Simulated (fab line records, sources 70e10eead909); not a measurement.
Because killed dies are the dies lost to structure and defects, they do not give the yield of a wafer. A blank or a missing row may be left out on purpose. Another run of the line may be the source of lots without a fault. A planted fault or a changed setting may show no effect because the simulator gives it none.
Which tool was responsible?	flow nand-harc	Sampling: 24 lots, 72 wafers, 6 of 1302 route steps

WHAT THE GAUGES READ, wafer by wafer
NHARC_P_GATE_INSPECT_68. Usual: raw-defect-count reads 216 (standard deviation 69).
lot	measured	on	raw-defect-count	flag
L074	day 5 16:05	defect-inspect-01	165 93 183	
L075	day 6 07:38	defect-inspect-02	168 152 218	
L076	day 6 19:40	defect-inspect-01	169 254 268	
L077	day 6 20:58	defect-inspect-01	99 152 203	
L078	day 7 08:40	defect-inspect-01	253 271 269	
L079	day 7 20:03	defect-inspect-02	274 227 171	
L080	day 8 06:31	defect-inspect-02	175 129 211	
L081	day 8 22:02	defect-inspect-02	238 145 316	
L082	day 9 00:11	defect-inspect-01	236 222 190	
L083	day 9 17:29	defect-inspect-02	183 148 234	
L084	day 9 22:27	defect-inspect-01	166 267 180	
L085	day 10 10:37	defect-inspect-02	219 170 193	
L086	day 11 03:17	defect-inspect-02	390 219 314	
L087	day 11 03:23	defect-inspect-01	182 266 302	
L089	day 11 19:54	defect-inspect-01	214 238 350	
L088	day 11 21:21	defect-inspect-02	284 345 218	
L090	day 12 12:49	defect-inspect-02	339 233 241	
L091	day 12 14:52	defect-inspect-01	227 140 245	
L092	day 13 07:56	defect-inspect-02	281 118 217	
L093	day 13 15:49	defect-inspect-02	223 159 191	
L094	day 14 02:52	defect-inspect-02	436 238 127	
L095	day 14 09:17	defect-inspect-01	244 97 153	
L096	day 14 22:53	defect-inspect-02	269 183 231	
L097	day 15 05:28	defect-inspect-01	356 433 385	

NHARC_P_CONTACT_OVL_MEAS_13. Usual: overlay-x-nm 0.0 nm, standard deviation 0.81; overlay-y-nm 0.3 nm, standard deviation 0.88.
lot	measured	on	overlay-x-nm (nm)	overlay-y-nm (nm)	flag
L074	day 5 17:40	overlay-02	1.7 1.5 1.9	0.8 1.3 0.6	
L075	day 6 09:20	overlay-02	0.2 0.2 0.0	-1.0 -1.3 -0.8	
L076	day 6 21:21	overlay-02	-0.9 -0.8 -0.9	0.0 -0.4 0.0	
L077	day 6 22:32	overlay-02	-1.3 -0.6 -0.6	2.7 2.2 1.9	
L078	day 7 10:22	overlay-01	-0.4 -0.7 0.0	-1.4 -0.9 -1.8	
L079	day 7 21:44	overlay-02	-1.2 -1.0 -0.9	0.2 0.7 0.4	
L080	day 8 08:05	overlay-02	0.7 1.0 0.6	0.6 0.7 0.3	
L081	day 8 23:59	overlay-01	0.2 0.4 0.1	-0.4 0.1 -0.3	
L082	day 9 01:46	overlay-02	1.2 0.9 1.0	2.1 2.3 1.9	
L083	day 9 19:18	overlay-01	0.9 0.9 0.3	-0.7 -0.6 -0.5	
L084	day 10 00:02	overlay-02	0.5 1.0 0.5	-0.2 -0.6 -0.4	
L085	day 10 12:20	overlay-01	1.1 0.9 0.8	0.7 0.6 0.8	
L086	day 11 04:52	overlay-02	-0.5 -0.5 -0.7	0.0 0.2 0.0	
L087	day 11 05:08	overlay-02	-1.7 -1.4 -1.7	0.5 0.3 0.2	
L089	day 11 21:29	overlay-01	0.1 -0.1 0.3	0.3 0.1 0.0	
L088	day 11 23:02	overlay-02	-0.6 -0.4 -0.4	0.3 0.2 0.4	
L090	day 12 14:46	overlay-02	0.1 -0.3 -0.6	0.6 -0.2 0.4	
L091	day 12 16:34	overlay-01	-0.8 -0.4 -0.4	0.3 0.2 0.5	
L092	day 13 09:52	overlay-02	-0.5 -1.2 -1.0	-0.5 0.8 0.0	
L093	day 13 17:31	overlay-01	0.2 0.1 0.7	0.6 0.5 1.2	
L094	day 14 04:35	overlay-01	0.4 0.6 0.5	0.4 -0.5 0.6	
L095	day 14 10:52	overlay-02	0.0 0.3 0.2	0.8 1.0 1.1	
L096	day 15 00:35	overlay-01	-0.9 -0.3 -1.0	-0.3 -0.5 -0.4	
L097	day 15 07:10	overlay-01	-0.4 -0.2 -0.2	0.5 0.4 1.1	

NHARC_P_M0_OVL_MEAS_10: pitch 180 nm. Usual: overlay-x-nm 0.1 nm, standard deviation 0.92; overlay-y-nm 0.2 nm, standard deviation 0.79.
lot	measured	on	overlay-x-nm (nm)	overlay-y-nm (nm)	flag
L074	day 5 21:41	overlay-01	-1.5 -1.6 -1.8	-0.2 -0.2 -0.2	
L075	day 6 13:32	overlay-01	0.9 0.8 1.7	0.8 1.0 0.6	
L076	day 7 01:31	overlay-02	0.0 0.9 -0.1	-0.6 -0.4 -0.2	
L077	day 7 02:46	overlay-01	-2.5 -2.5 -2.8	-0.7 -0.2 -0.7	
L078	day 7 14:43	overlay-01	0.1 0.8 1.0	0.3 -0.6 -0.4	
L079	day 8 02:07	overlay-02	0.3 0.0 0.3	0.6 0.6 0.4	
L080	day 8 12:20	overlay-02	-0.1 -0.5 0.3	0.5 0.5 1.2	
L081	day 9 04:12	overlay-01	-0.1 0.0 -0.4	-0.8 -1.0 -0.5	
L082	day 9 05:50	overlay-02	0.0 -0.2 -0.5	-0.7 -0.6 -0.9	
L083	day 9 23:29	overlay-01	1.1 1.2 1.6	0.0 0.3 0.5	
L084	day 10 04:07	overlay-02	0.3 -0.1 0.4	0.3 0.2 0.6	
L085	day 10 16:32	overlay-01	0.5 0.7 0.0	-0.1 0.5 -0.3	
L086	day 11 09:06	overlay-01	-0.7 -1.4 -1.7	2.0 1.8 1.7	
L087	day 11 09:20	overlay-02	1.1 1.1 1.2	-0.4 -0.4 -1.1	
L089	day 12 02:13	overlay-01	-0.4 -0.6 -1.2	-0.2 0.1 -0.3	
L088	day 12 03:13	overlay-01	1.2 1.3 1.3	1.6 1.0 1.2	
L090	day 12 18:56	overlay-01	-0.5 -1.1 -0.7	1.0 1.3 1.4	
L091	day 12 20:43	overlay-02	0.0 0.3 0.2	0.0 0.2 0.0	
L092	day 13 14:02	overlay-01	0.5 0.4 0.5	1.1 1.1 0.4	
L093	day 13 21:36	overlay-02	0.6 1.2 0.1	-1.3 -1.5 -1.4	
L094	day 14 08:38	overlay-01	-0.2 -0.2 -0.2	-0.2 -0.4 -0.1	
L095	day 14 15:25	overlay-02	1.1 0.9 1.7	0.7 1.2 0.4	
L096	day 15 04:45	overlay-02	0.4 0.3 0.5	1.1 1.3 0.7	
L097	day 15 11:19	overlay-01	-0.7 -0.2 -0.2	0.2 0.3 0.1	

EACH LOT AND THE TOOL THAT RAN IT (in order: tool; ch and the chambers of the sampled wafers; start)
lot	NHARC_P_GATE_DESCUM_48	NHARC_P_GATE_STRIP_76	NHARC_P_CONTACT_ETCH_36
L074	rie-diel-04 ch 0,3, day 5 09:44	plasma-asher-01 ch 1, day 5 12:11	rie-diel-09 ch 0,1,3, day 5 21:41 or earlier
L075	rie-diel-04 ch 1,2, day 6 01:20	plasma-asher-01 ch 1, day 6 03:36	rie-diel-11 ch 0,2, day 6 13:32 or earlier
L076	rie-diel-07 ch 0,1,2, day 6 13:25	plasma-asher-01 ch 0,1, day 6 15:49	rie-diel-11 ch 0,2,3, day 7 01:31 or earlier
L077	rie-diel-08 ch 1,2, day 6 14:34	plasma-asher-01 ch 0,1, day 6 16:59	rie-diel-11 ch 0,1,2, day 7 02:46 or earlier
L078	rie-diel-07 ch 0,1,3, day 7 02:17	plasma-asher-02 ch 0,1, day 7 04:44	rie-diel-09 ch 1,2,3, day 7 14:43 or earlier
L079	rie-diel-08 ch 0,2,3, day 7 13:46	plasma-asher-02 ch 0,1, day 7 16:07	rie-diel-11 ch 0,3, day 8 02:07 or earlier
L080	rie-diel-08 ch 1,2,3, day 8 00:02	plasma-asher-02 ch 0,1, day 8 02:25	rie-diel-11 ch 0,1, day 8 12:20 or earlier
L081	rie-diel-08 ch 0,1,3, day 8 15:49	plasma-asher-02 ch 0,1, day 8 18:07	rie-diel-09 ch 0,1,2, day 9 04:12 or earlier
L082	rie-diel-07 ch 1,2,3, day 8 17:56	plasma-asher-02 ch 0,1, day 8 20:20	rie-diel-09 ch 0,2,3, day 9 05:50 or earlier
L083	rie-diel-04 ch 0,1,2, day 9 11:06	plasma-asher-02 ch 0,1, day 9 13:29	rie-diel-09 ch 0,1,3, day 9 23:29 or earlier
L084	rie-diel-07 ch 0,2,3, day 9 16:11	plasma-asher-01 ch 0,1, day 9 18:35	rie-diel-09 ch 1,2,3, day 10 04:07 or earlier
L085	rie-diel-08 ch 1,2,3, day 10 04:15	plasma-asher-02 ch 0,1, day 10 06:38	rie-diel-02 ch 0,2,3, day 10 16:32 or earlier
L086	rie-diel-08 ch 1,2, day 10 20:34	plasma-asher-02 ch 0,1, day 10 23:05	rie-diel-11 ch 0,1, day 11 09:06 or earlier
L087	rie-diel-08 ch 0,1,3, day 10 20:46	plasma-asher-01 ch 0,1, day 10 23:20	rie-diel-09 ch 0,3, day 11 09:20 or earlier
L089	rie-diel-08 ch 0,1, day 11 13:20	plasma-asher-01 ch 0,1, day 11 15:46	rie-diel-09 ch 0,1, day 12 02:13 or earlier
L088	rie-diel-07 ch 0,1, day 11 14:12	plasma-asher-01 ch 1, day 11 16:58	rie-diel-09 ch 0,2,3, day 12 03:13 or earlier
L090	rie-diel-08 ch 0,2,3, day 12 06:24	plasma-asher-01 ch 0,1, day 12 08:41	rie-diel-11 ch 1,2,3, day 12 18:56 or earlier
L091	rie-diel-08 ch 0,2,3, day 12 08:32	plasma-asher-02 ch 0,1, day 12 10:53	rie-diel-02 ch 1,2,3, day 12 20:43 or earlier
L092	rie-diel-04 ch 0,1,3, day 13 01:43	plasma-asher-02 ch 0,1, day 13 04:05	rie-diel-09 ch 0,1,3, day 13 14:02 or earlier
L093	rie-diel-04 ch 0,3, day 13 09:24	plasma-asher-01 ch 0,1, day 13 11:47	rie-diel-09 ch 2,3, day 13 21:36 or earlier
L094	rie-diel-07 ch 1,2,3, day 13 20:46	plasma-asher-02 ch 0,1, day 13 23:01	rie-diel-09 ch 0,1,2, day 14 08:38 or earlier
L095	rie-diel-04 ch 0,2,3, day 14 03:05	plasma-asher-01 ch 0,1, day 14 05:20	rie-diel-02 ch 1,2, day 14 15:25 or earlier
L096	rie-diel-04 ch 0,1,3, day 14 16:37	plasma-asher-02 ch 0,1, day 14 19:01	rie-diel-11 ch 0,1, day 15 04:45 or earlier
L097	rie-diel-04 ch 0,1, day 14 23:10	plasma-asher-01 ch 0,1, day 15 01:33	rie-diel-02 ch 0,2, day 15 11:19 or earlier
- NHARC_P_GATE_DESCUM_48: chemistry O2, time 3 s.
- NHARC_P_GATE_STRIP_76: strips in O2.
- NHARC_P_CONTACT_ETCH_36: etches the open film in N2/H2, target depth 260 nm, time 406.25 s.

AS READ BY THE TOOLS THEMSELVES (means over the sampled wafers that have a number; for cases with no such wafer, the mark the record gives instead)
NHARC_P_GATE_DESCUM_48. Usual: for chamber-pressure-mTorr, 60.01 mTorr with a standard deviation of 0.12; for drypump-motor-current-A, 5.7 A with a standard deviation of 0.51; for o2-flow-sccm, 199.9 sccm with a standard deviation of 0.61; for oes-product-au, 1.003 a.u. with a standard deviation of 0.016; for rf-vpp-V, 57.8 V with a standard deviation of 0.8; for showerhead-plenum-p-Torr, 1.92 Torr with a standard deviation of 0.071; for throttle-valve-pct, 11.311 % with a standard deviation of 0.0093.
lot	tool	chamber-pressure-mTorr (mTorr)	drypump-motor-current-A (A)	o2-flow-sccm (sccm)	oes-product-au (a.u.)	rf-vpp-V (V)	showerhead-plenum-p-Torr (Torr)	throttle-valve-pct (%)	flag
L074	rie-diel-04	60.02	5.7	200.5	1.002	58.2	1.95	11.314	
L075	rie-diel-04	60.02	6.2	200.0	1.012	57.8	1.88	11.303	
L076	rie-diel-07	60.02	5.9	199.7	1.013	57.7	1.98	11.314	
L077	rie-diel-08	60.00	5.1	200.1	1.015	58.4	1.92	11.308	
L078	rie-diel-07	59.95	5.9	200.1	1.004	58.6	1.93	11.311	
L079	rie-diel-08	60.06	5.6	200.0	1.009	58.0	1.86	11.311	
L080	rie-diel-08	59.99	5.6	199.9	1.011	57.8	1.93	11.302	
L081	rie-diel-08	59.99	5.7	199.6	1.004	57.6	1.92	11.306	
L082	rie-diel-07	60.04	6.1	200.0	0.988	58.2	1.91	11.310	
L083	rie-diel-04	59.97	6.1	199.3	0.997	58.7	1.91	11.313	
L084	rie-diel-07	60.01	6.0	199.3	0.993	58.0	1.90	11.318	
L085	rie-diel-08	59.99	5.5	199.7	1.007	57.6	1.93	11.311	
L086	rie-diel-08	59.97	5.1	199.5	1.010	57.8	1.97	11.311	
L087	rie-diel-08	59.97	5.7	200.4	1.010	57.8	1.92	11.313	
L089	rie-diel-08	59.97	5.2	199.5	1.013	57.9	1.90	11.325	
L088	rie-diel-07	60.02	5.7	200.4	0.995	57.1	2.00	11.306	
L090	rie-diel-08	60.03	5.6	200.8	1.005	57.9	1.86	11.305	
L091	rie-diel-08	60.03	5.6	199.9	1.007	56.8	1.86	11.317	
L092	rie-diel-04	60.00	5.8	199.8	0.982	58.6	1.93	11.309	
L093	rie-diel-04	60.00	5.7	199.8	0.984	58.4	1.94	11.311	
L094	rie-diel-07	59.97	6.1	200.0	1.009	58.2	1.91	11.309	
L095	rie-diel-04	59.97	5.8	200.1	1.003	57.9	1.91	11.309	
L096	rie-diel-04	60.03	5.8	200.0	0.996	58.4	1.93	11.313	
L097	rie-diel-04	60.01	6.1	200.3	0.991	57.9	1.93	11.307	

NHARC_P_GATE_STRIP_76. Usual: drypump-motor-current-A 5.7 A, standard deviation 0.56; heater-power-w 309 W, standard deviation 18.
lot	tool	drypump-motor-current-A (A)	heater-power-w (W)	flag
L074	plasma-asher-01	5.5	345	
L075	plasma-asher-01	5.5	345	
L076	plasma-asher-01	5.7	327	
L077	plasma-asher-01	5.6	335	
L078	plasma-asher-02	5.5	297	
L079	plasma-asher-02	6.0	303	
L080	plasma-asher-02	5.5	299	
L081	plasma-asher-02	6.0	299	
L082	plasma-asher-02	5.5	303	
L083	plasma-asher-02	5.5	297	
L084	plasma-asher-01	5.8	317	
L085	plasma-asher-02	6.0	297	
L086	plasma-asher-02	5.5	299	
L087	plasma-asher-01	5.8	315	
L089	plasma-asher-01	5.6	325	
L088	plasma-asher-01	5.5	333	
L090	plasma-asher-01	5.8	314	
L091	plasma-asher-02	6.0	294	
L092	plasma-asher-02	6.0	298	
L093	plasma-asher-01	5.8	317	
L094	plasma-asher-02	6.0	296	
L095	plasma-asher-01	5.6	321	
L096	plasma-asher-02	5.5	285	
L097	plasma-asher-01	5.8	315	

NHARC_P_CONTACT_ETCH_36. Usual: chamber-pressure-mTorr 29.998 mTorr, standard deviation 0.029; drypump-motor-current-A 5.6 A, standard deviation 0.4; oes-product-au 1.002 a.u., standard deviation 0.012; rf-vpp-V 431.1 V, standard deviation 2.7; showerhead-plenum-p-Torr 2.06 Torr, standard deviation 0.092; throttle-valve-pct 14.171 %, standard deviation 0.0099.
lot	tool	chamber-pressure-mTorr (mTorr)	drypump-motor-current-A (A)	oes-product-au (a.u.)	rf-vpp-V (V)	showerhead-plenum-p-Torr (Torr)	throttle-valve-pct (%)	flag
L074	rie-diel-09	29.990	5.3	0.994	431.9	2.08	14.166	
L075	rie-diel-11	30.002	5.9	1.004	434.7	2.16	14.169	
L076	rie-diel-11	29.998	5.8	1.012	432.5	2.13	14.170	
L077	rie-diel-11	30.011	5.5	1.016	432.5	2.11	14.176	
L078	rie-diel-09	29.976	5.4	1.001	431.4	2.08	14.169	
L079	rie-diel-11	29.987	5.9	1.004	433.4	2.13	14.172	
L080	rie-diel-11	29.987	5.7	1.008	433.4	2.13	14.173	
L081	rie-diel-09	30.012	5.6	0.999	429.5	2.00	14.166	
L082	rie-diel-09	29.998	5.6	0.997	429.0	2.03	14.177	
L083	rie-diel-09	29.985	5.3	1.001	431.4	2.08	14.173	
L084	rie-diel-09	30.040	5.5	0.994	431.5	2.07	14.179	
L085	rie-diel-02	29.987	5.8	0.992	432.1	2.09	14.179	
L086	rie-diel-11	30.010	5.4	0.998	431.3	2.08	14.169	
L087	rie-diel-09	29.992	5.5	1.003	430.7	2.03	14.169	
L089	rie-diel-09	29.990	5.2	1.012	430.2	2.05	14.176	
L088	rie-diel-09	29.997	5.6	0.999	430.5	2.03	14.176	
L090	rie-diel-11	29.973	5.5	1.004	431.9	2.08	14.164	
L091	rie-diel-02	30.002	5.8	1.002	429.6	2.01	14.169	
L092	rie-diel-09	29.965	5.3	1.000	430.8	2.08	14.169	
L093	rie-diel-09	30.014	5.6	0.995	432.2	2.10	14.162	
L094	rie-diel-09	30.033	5.5	1.006	429.5	2.00	14.175	
L095	rie-diel-02	30.032	5.7	0.999	427.2	1.94	14.171	
L096	rie-diel-11	29.984	5.7	1.018	432.0	2.13	14.174	
L097	rie-diel-02	30.015	5.6	0.995	429.6	2.02	14.164	

THE ANSWER, worked out from the rows above alone
Rule: a lot is off if the mean of its wafers that have a number lies more than 3 standard deviations from the usual mean. A lot without any number at a reading at which 4 lots or more have one is off too. Where the step has rows for the other lots, those lots are counted as sound. Order of review: gauges by route order, followed by the tools' own readings, for which a lot's mean as printed above is used. At the first step where some lot is off, the reading lying furthest off is the one used; lots without a number count as furthest.
No lot is off at any reading shown: from this, nothing can be told.

WHAT THE SIMULATOR PUT IN
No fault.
